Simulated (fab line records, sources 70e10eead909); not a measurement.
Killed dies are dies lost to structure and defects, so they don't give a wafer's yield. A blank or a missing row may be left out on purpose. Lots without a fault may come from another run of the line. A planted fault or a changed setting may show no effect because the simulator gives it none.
Chamber matching | flow nand_harc | NHARC_A_M1_PRE_CLEAN_32 on pecvd-02: 3 sister chambers
The step time 12 s. 3 wafers are shown with their chamber, then 6 later ones without.

WAFERS WITH THEIR CHAMBER
wafer  | chamber | heater_power_w (W)
L398.6 | 2       | 591
L403.3 | 1       | 559
L403.5 | 0       | 702

WAFERS WITHOUT THEIR CHAMBER
wafer  | heater_power_w (W)
L403.6 | 557
L410.2 | 620
L410.5 | 579
L418.1 | 664
L418.2 | 633
L418.6 | 618

WHICH CHAMBER EACH WENT THROUGH
wafer  | from the rows above          | in truth
L403.6 | can't be placed: 1 or 2      | 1
L410.2 | can't be placed: 2 or 1 or 0 | 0
L410.5 | can't be placed: 2 or 1      | 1
L418.1 | can't be placed: 0 or 2      | 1
L418.2 | can't be placed: 2 or 0 or 1 | 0
L418.6 | can't be placed: 2 or 1 or 0 | 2
Placed correctly: 0 of 6. Can't be placed from these rows: 6 (the true chamber is among the candidates in 5). Placed wrongly: 0.
How it was worked out, from the rows above alone: a wafer's distance from a chamber is the root of the sum, over the readings, of the square of ((its reading less the chamber's mean) divided by the reading's scatter). The wafer belongs to the nearest chamber; if the next one is less than 2 further off, it can't be placed. A chamber's mean is the mean of its shown wafers. The scatter: with one shown wafer a chamber, the root of the mean of the squares of how far each hidden wafer lies from its nearest shown one.
